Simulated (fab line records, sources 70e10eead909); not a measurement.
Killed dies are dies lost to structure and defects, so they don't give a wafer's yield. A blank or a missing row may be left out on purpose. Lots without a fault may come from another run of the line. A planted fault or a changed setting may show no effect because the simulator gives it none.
Which tool did it? | flow nand_harc | 24 lots, 72 wafers sampled, at 6 steps of a route of 1159

WHAT THE GAUGES READ, wafer by wafer
NHARC_A_CONTACT_CD_MEAS_15. Usual: cd_nm 89.9 nm, standard deviation 0.67.
lot  | measured     | on        | cd_nm (nm)     | flag
L076 | day 17 05:56 | cd_sem-01 | 89.7 89.5 88.9 |
L074 | day 17 06:15 | cd_sem-03 | 90.8 90.1 90.0 |
L075 | day 17 12:21 | cd_sem-02 | 89.8 89.4 89.5 |
L078 | day 17 18:14 | cd_sem-01 | 89.4 89.2 89.0 |
L079 | day 17 22:43 | cd_sem-02 | 90.1 90.4 90.4 |
L077 | day 17 23:38 | cd_sem-02 | 90.6 90.1 89.6 |
L080 | day 19 03:00 | cd_sem-02 | 90.0 89.5 90.0 |
L082 | day 19 04:26 | cd_sem-02 | 89.4 89.7 89.2 |
L084 | day 19 12:28 | cd_sem-03 | 90.3 89.5 90.0 |
L083 | day 19 13:25 | cd_sem-02 | 89.8 89.4 89.5 |
L081 | day 19 14:58 | cd_sem-02 | 89.4 90.4 90.0 |
L087 | day 20 03:13 | cd_sem-02 | 90.6 90.4 89.8 |
L085 | day 20 03:35 | cd_sem-02 | 90.8 90.7 90.3 |
L086 | day 20 10:39 | cd_sem-02 | 89.2 89.7 89.4 |
L089 | day 20 13:31 | cd_sem-01 | 89.4 89.6 90.2 |
L088 | day 20 14:23 | cd_sem-02 | 88.6 89.7 90.6 |
L090 | day 21 11:52 | cd_sem-03 | 88.4 89.5 89.1 |
L091 | day 21 13:55 | cd_sem-02 | 90.0 89.0 88.9 |
L094 | day 21 23:30 | cd_sem-01 | 88.6 89.3 89.8 |
L095 | day 22 09:38 | cd_sem-03 | 90.7 88.7 89.9 |
L092 | day 22 11:20 | cd_sem-03 | 90.3 91.2 90.4 |
L093 | day 22 17:24 | cd_sem-01 | 89.8 90.2 89.5 |
L096 | day 23 02:16 | cd_sem-02 | 88.9 90.7 89.4 |
L097 | day 23 07:49 | cd_sem-03 | 90.6 89.8 89.1 |

WHICH TOOL RAN EACH LOT (tool, then ch and the chambers of the sampled wafers, then the start)
lot  | NHARC_A_CONTACT_ETCH_88            | NHARC_A_CONTACT_ETCH_89                       | NHARC_A_CONTACT_ETCH_134             | NHARC_A_CONTACT_ETCH_138             | NHARC_A_CONTACT_ETCH_139
L076 | rie_diel-13 ch 0,2, day 17 02:49   | rie_diel-13 ch 0,1,2, day 17 04:31 or earlier | har_cap_etch-03 ch 0,1, day 17 04:31 | har_cap_etch-03 ch 0,1, day 17 05:05 | har_cap_etch-03 ch 0,1, day 17 05:12
L074 | rie_diel-13 ch 0,1,3, day 17 03:59 | rie_diel-13 ch 0,3, day 17 04:53 or earlier   | har_cap_etch-01 ch 0,1, day 17 04:53 | har_cap_etch-01 ch 0,1, day 17 05:27 | har_cap_etch-01 ch 0,1, day 17 05:35
L075 | rie_diel-13 ch 0,1,2, day 17 10:01 | rie_diel-13 ch 1,2, day 17 11:07 or earlier   | har_cap_etch-03 ch 0,1, day 17 11:07 | har_cap_etch-03 ch 0,1, day 17 11:38 | har_cap_etch-03 ch 0,1, day 17 11:48
L078 | rie_diel-13 ch 0,1, day 17 16:02   | rie_diel-13 ch 0,1,2, day 17 16:58 or earlier | har_cap_etch-03 ch 0,1, day 17 16:58 | har_cap_etch-03 ch 0,1, day 17 17:31 | har_cap_etch-03 ch 0,1, day 17 17:40
L079 | rie_diel-13 ch 1,2,3, day 17 20:25 | rie_diel-13 ch 0,1,3, day 17 21:20 or earlier | har_cap_etch-02 ch 0,1, day 17 21:20 | har_cap_etch-02 ch 0,1, day 17 21:54 | har_cap_etch-02 ch 0,1, day 17 22:01
L077 | rie_diel-11 ch 1,2,3, day 17 21:14 | rie_diel-11 ch 0,2,3, day 17 22:23 or earlier | har_cap_etch-01 ch 0,1, day 17 22:23 | har_cap_etch-01 ch 0,1, day 17 22:55 | har_cap_etch-01 ch 0,1, day 17 23:05
L080 | rie_diel-13 ch 0,2,3, day 19 00:38 | rie_diel-13 ch 0,1, day 19 01:35 or earlier   | har_cap_etch-02 ch 0,1, day 19 01:35 | har_cap_etch-02 ch 0,1, day 19 02:08 | har_cap_etch-02 ch 0,1, day 19 02:16
L082 | rie_diel-13 ch 0,2,3, day 19 02:09 | rie_diel-13 ch 0,3, day 19 03:13 or earlier   | har_cap_etch-01 ch 0,1, day 19 03:13 | har_cap_etch-01 ch 0,1, day 19 03:44 | har_cap_etch-01 ch 0,1, day 19 03:55
L084 | rie_diel-13 ch 0,1, day 19 10:16   | rie_diel-13 ch 0,1,3, day 19 11:10 or earlier | har_cap_etch-01 ch 1, day 19 11:10   | har_cap_etch-01 ch 1, day 19 11:44   | har_cap_etch-01 ch 1, day 19 11:52
L083 | rie_diel-11 ch 0,1,2, day 19 10:55 | rie_diel-11 ch 0,1,3, day 19 12:05 or earlier | har_cap_etch-01 ch 0,1, day 19 12:05 | har_cap_etch-01 ch 0,1, day 19 12:38 | har_cap_etch-01 ch 0,1, day 19 12:46
L081 | rie_diel-13 ch 0,3, day 19 12:40   | rie_diel-13 ch 2,3, day 19 13:43 or earlier   | har_cap_etch-03 ch 0,1, day 19 13:43 | har_cap_etch-03 ch 0,1, day 19 14:14 | har_cap_etch-03 ch 0,1, day 19 14:25
L087 | rie_diel-11 ch 0,1, day 20 00:46   | rie_diel-11 ch 0,1,2, day 20 01:55 or earlier | har_cap_etch-02 ch 0,1, day 20 01:55 | har_cap_etch-02 ch 0,1, day 20 02:28 | har_cap_etch-02 ch 0,1, day 20 02:36
L085 | rie_diel-11 ch 0,1,3, day 20 01:11 | rie_diel-11 ch 0,1,3, day 20 02:15 or earlier | har_cap_etch-01 ch 0,1, day 20 02:15 | har_cap_etch-01 ch 0,1, day 20 02:47 | har_cap_etch-01 ch 0,1, day 20 02:56
L086 | rie_diel-13 ch 1,2,3, day 20 08:22 | rie_diel-13 ch 0,1,2, day 20 09:16 or earlier | har_cap_etch-03 ch 0,1, day 20 09:16 | har_cap_etch-03 ch 0,1, day 20 09:50 | har_cap_etch-03 ch 0,1, day 20 09:58
L089 | rie_diel-13 ch 0,2,3, day 20 11:16 | rie_diel-13 ch 0,1,3, day 20 12:10 or earlier | har_cap_etch-02 ch 0,1, day 20 12:10 | har_cap_etch-02 ch 0,1, day 20 12:43 | har_cap_etch-02 ch 0,1, day 20 12:50
L088 | rie_diel-13 ch 0,1, day 20 12:04   | rie_diel-13 ch 0,1,2, day 20 13:05 or earlier | har_cap_etch-01 ch 0,1, day 20 13:05 | har_cap_etch-01 ch 0,1, day 20 13:39 | har_cap_etch-01 ch 0,1, day 20 13:46
L090 | rie_diel-11 ch 0,1, day 21 09:37   | rie_diel-11 ch 0,1,2, day 21 10:31 or earlier | har_cap_etch-01 ch 0,1, day 21 10:31 | har_cap_etch-01 ch 0,1, day 21 11:05 | har_cap_etch-01 ch 0,1, day 21 11:13
L091 | rie_diel-13 ch 0,3, day 21 11:26   | rie_diel-13 ch 2,3, day 21 12:25 or earlier   | har_cap_etch-03 ch 0,1, day 21 12:25 | har_cap_etch-03 ch 0,1, day 21 12:57 | har_cap_etch-03 ch 0,1, day 21 13:06
L094 | rie_diel-11 ch 1,2,3, day 21 21:15 | rie_diel-11 ch 0,1, day 21 22:12 or earlier   | har_cap_etch-02 ch 0,1, day 21 22:12 | har_cap_etch-02 ch 0,1, day 21 22:46 | har_cap_etch-02 ch 0,1, day 21 22:54
L095 | rie_diel-11 ch 0,2,3, day 22 07:11 | rie_diel-11 ch 0,1,2, day 22 08:06 or earlier | har_cap_etch-01 ch 0,1, day 22 08:06 | har_cap_etch-01 ch 0,1, day 22 08:40 | har_cap_etch-01 ch 0,1, day 22 08:50
L092 | rie_diel-13 ch 0,2, day 22 09:07   | rie_diel-13 ch 0,1,3, day 22 10:01 or earlier | har_cap_etch-02 ch 0,1, day 22 10:01 | har_cap_etch-02 ch 0,1, day 22 10:35 | har_cap_etch-02 ch 0,1, day 22 10:42
L093 | rie_diel-13 ch 1,2,3, day 22 15:02 | rie_diel-13 ch 1,2,3, day 22 16:11 or earlier | har_cap_etch-03 ch 0,1, day 22 16:11 | har_cap_etch-03 ch 0,1, day 22 16:42 | har_cap_etch-03 ch 0,1, day 22 16:53
L096 | rie_diel-11 ch 0,1,3, day 23 00:01 | rie_diel-11 ch 0,1,2, day 23 00:59 or earlier | har_cap_etch-03 ch 0,1, day 23 00:59 | har_cap_etch-03 ch 0,1, day 23 01:31 | har_cap_etch-03 ch 0,1, day 23 01:41
L097 | rie_diel-13 ch 0,3, day 23 05:32   | rie_diel-13 ch 1,3, day 23 06:30 or earlier   | har_cap_etch-01 ch 0,1, day 23 06:30 | har_cap_etch-01 ch 0,1, day 23 07:04 | har_cap_etch-01 ch 0,1, day 23 07:12
- NHARC_A_CONTACT_ETCH_88: etches the open film in CF4, target depth 39 nm, time 65 s.
- NHARC_A_CONTACT_ETCH_89: etches the open film in N2/H2, target depth 260 nm, time 475.3 s.
- NHARC_A_CONTACT_ETCH_134: etches the open film in C4F8/O2/Ar, time 140 s, target depth 700 nm.
- NHARC_A_CONTACT_ETCH_138: etches the open film in C4F8/O2/Ar, time 132 s, target depth 1289 nm.
- NHARC_A_CONTACT_ETCH_139: etches the open film in C4F8/O2/Ar, time 137 s, target depth 590 nm.

WHAT THE TOOLS THEMSELVES READ (means of the sampled wafers that have a number; where no wafer has one, the mark that the record gives instead)
NHARC_A_CONTACT_ETCH_88. Usual: drypump_motor_current_A 5.8 A, standard deviation 0.41; mfc_ar_sccm 0.008 sccm, standard deviation 0.0078; oes_product_au 1.007 a.u., standard deviation 0.012; rf_vpp_V 151.4 V, standard deviation 0.91; showerhead_plenum_p_Torr 1.79 Torr, standard deviation 0.057; throttle_valve_pct 13.284 %, standard deviation 0.0088.
lot  | tool        | drypump_motor_current_A (A) | mfc_ar_sccm (sccm) | oes_product_au (a.u.) | rf_vpp_V (V) | showerhead_plenum_p_Torr (Torr) | throttle_valve_pct (%) | flag
L076 | rie_diel-13 | 5.8                         | 0.002              | 1.008                 | 150.5        | 1.71                            | 13.279                 |
L074 | rie_diel-13 | 5.7                         | 0.012              | 1.011                 | 151.1        | 1.80                            | 13.285                 |
L075 | rie_diel-13 | 5.6                         | 0.008              | 1.006                 | 150.5        | 1.75                            | 13.283                 |
L078 | rie_diel-13 | 5.5                         | 0.010              | 1.002                 | 151.6        | 1.78                            | 13.287                 |
L079 | rie_diel-13 | 5.8                         | 0.010              | 1.014                 | 150.9        | 1.77                            | 13.284                 |
L077 | rie_diel-11 | 5.9                         | 0.000              | 1.007                 | 151.4        | 1.84                            | 13.294                 |
L080 | rie_diel-13 | 5.9                         | 0.005              | 1.005                 | 152.4        | 1.76                            | 13.293                 |
L082 | rie_diel-13 | 5.9                         | 0.005              | 1.003                 | 151.0        | 1.76                            | 13.284                 |
L084 | rie_diel-13 | 5.3                         | 0.015              | 1.017                 | 151.8        | 1.78                            | 13.279                 |
L083 | rie_diel-11 | 5.6                         | 0.006              | 1.002                 | 152.1        | 1.83                            | 13.285                 |
L081 | rie_diel-13 | 5.8                         | 0.007              | 0.994                 | 151.2        | 1.79                            | 13.280                 |
L087 | rie_diel-11 | 5.7                         | 0.013              | 1.000                 | 151.6        | 1.79                            | 13.281                 |
L085 | rie_diel-11 | 6.0                         | 0.006              | 1.006                 | 150.5        | 1.80                            | 13.277                 |
L086 | rie_diel-13 | 5.8                         | 0.010              | 1.015                 | 151.5        | 1.77                            | 13.294                 |
L089 | rie_diel-13 | 5.9                         | 0.005              | 1.010                 | 150.3        | 1.76                            | 13.281                 |
L088 | rie_diel-13 | 5.5                         | 0.010              | 1.002                 | 151.6        | 1.77                            | 13.286                 |
L090 | rie_diel-11 | 5.7                         | 0.013              | 0.994                 | 152.2        | 1.79                            | 13.290                 |
L091 | rie_diel-13 | 5.8                         | 0.007              | 0.999                 | 151.2        | 1.78                            | 13.279                 |
L094 | rie_diel-11 | 5.9                         | 0.000              | 1.006                 | 151.9        | 1.83                            | 13.280                 |
L095 | rie_diel-11 | 6.0                         | 0.006              | 1.012                 | 151.7        | 1.82                            | 13.286                 |
L092 | rie_diel-13 | 5.9                         | 0.002              | 1.007                 | 151.3        | 1.71                            | 13.289                 |
L093 | rie_diel-13 | 5.8                         | 0.010              | 1.011                 | 151.4        | 1.76                            | 13.281                 |
L096 | rie_diel-11 | 6.0                         | 0.006              | 1.000                 | 151.2        | 1.79                            | 13.290                 |
L097 | rie_diel-13 | 5.8                         | 0.007              | 0.998                 | 151.2        | 1.78                            | 13.285                 |

NHARC_A_CONTACT_ETCH_89. Usual: drypump_motor_current_A 5.8 A, standard deviation 0.42; mfc_ar_sccm 0.008 sccm, standard deviation 0.0081; oes_product_au 1.006 a.u., standard deviation 0.012; rf_vpp_V 431.0 V, standard deviation 1.9; showerhead_plenum_p_Torr 2.06 Torr, standard deviation 0.07; throttle_valve_pct 14.172 %, standard deviation 0.0089.
lot  | tool        | drypump_motor_current_A (A) | mfc_ar_sccm (sccm) | oes_product_au (a.u.) | rf_vpp_V (V) | showerhead_plenum_p_Torr (Torr) | throttle_valve_pct (%) | flag
L076 | rie_diel-13 | 5.6                         | 0.008              | 1.012                 | 430.0        | 2.01                            | 14.163                 |
L074 | rie_diel-13 | 6.0                         | 0.009              | 1.001                 | 432.4        | 2.09                            | 14.178                 |
L075 | rie_diel-13 | 5.5                         | 0.013              | 1.016                 | 429.1        | 2.02                            | 14.173                 |
L078 | rie_diel-13 | 5.6                         | 0.008              | 1.009                 | 429.9        | 2.01                            | 14.176                 |
L079 | rie_diel-13 | 5.6                         | 0.012              | 0.999                 | 431.2        | 2.08                            | 14.173                 |
L077 | rie_diel-11 | 6.0                         | 0.006              | 1.011                 | 432.9        | 2.11                            | 14.169                 |
L080 | rie_diel-13 | 5.3                         | 0.015              | 1.023                 | 430.8        | 2.06                            | 14.177                 |
L082 | rie_diel-13 | 6.0                         | 0.009              | 1.002                 | 431.5        | 2.09                            | 14.165                 |
L084 | rie_diel-13 | 5.7                         | 0.012              | 1.005                 | 431.4        | 2.07                            | 14.172                 |
L083 | rie_diel-11 | 6.0                         | 0.006              | 0.996                 | 432.1        | 2.08                            | 14.182                 |
L081 | rie_diel-13 | 6.2                         | 0.007              | 1.001                 | 430.9        | 2.05                            | 14.159                 |
L087 | rie_diel-11 | 5.6                         | 0.006              | 0.999                 | 432.0        | 2.12                            | 14.170                 |
L085 | rie_diel-11 | 6.0                         | 0.006              | 1.001                 | 431.3        | 2.08                            | 14.171                 |
L086 | rie_diel-13 | 5.6                         | 0.008              | 1.005                 | 430.1        | 2.01                            | 14.163                 |
L089 | rie_diel-13 | 5.7                         | 0.012              | 1.011                 | 431.8        | 2.07                            | 14.176                 |
L088 | rie_diel-13 | 5.6                         | 0.008              | 1.007                 | 429.7        | 2.01                            | 14.161                 |
L090 | rie_diel-11 | 5.6                         | 0.006              | 0.997                 | 432.0        | 2.12                            | 14.172                 |
L091 | rie_diel-13 | 6.1                         | 0.007              | 1.009                 | 431.3        | 2.05                            | 14.171                 |
L094 | rie_diel-11 | 5.7                         | 0.013              | 1.001                 | 431.0        | 2.06                            | 14.167                 |
L095 | rie_diel-11 | 5.6                         | 0.006              | 1.002                 | 432.3        | 2.12                            | 14.172                 |
L092 | rie_diel-13 | 5.7                         | 0.012              | 1.001                 | 430.9        | 2.07                            | 14.172                 |
L093 | rie_diel-13 | 5.8                         | 0.010              | 1.018                 | 430.5        | 2.03                            | 14.170                 |
L096 | rie_diel-11 | 5.6                         | 0.006              | 1.005                 | 432.3        | 2.11                            | 14.167                 |
L097 | rie_diel-13 | 5.5                         | 0.017              | 1.010                 | 432.2        | 2.08                            | 14.174                 |

THE ANSWER, worked out from the rows above alone
Rule: a lot is off if the mean of its wafers that have a number lies more than 3 standard deviations from the usual mean. A lot without any number at a reading at which 4 lots or more have one is off too. The other lots that the step has rows for count as sound. The gauges are gone through in route order, then the tools' own readings, and for those a lot's mean is taken as printed above. The first step at which some lot is off is used, and at that step the reading that is off furthest; a lot without a number counts as furthest.
No lot is off at any reading shown: from this, nothing can be told.

WHAT THE SIMULATOR HAD PUT IN
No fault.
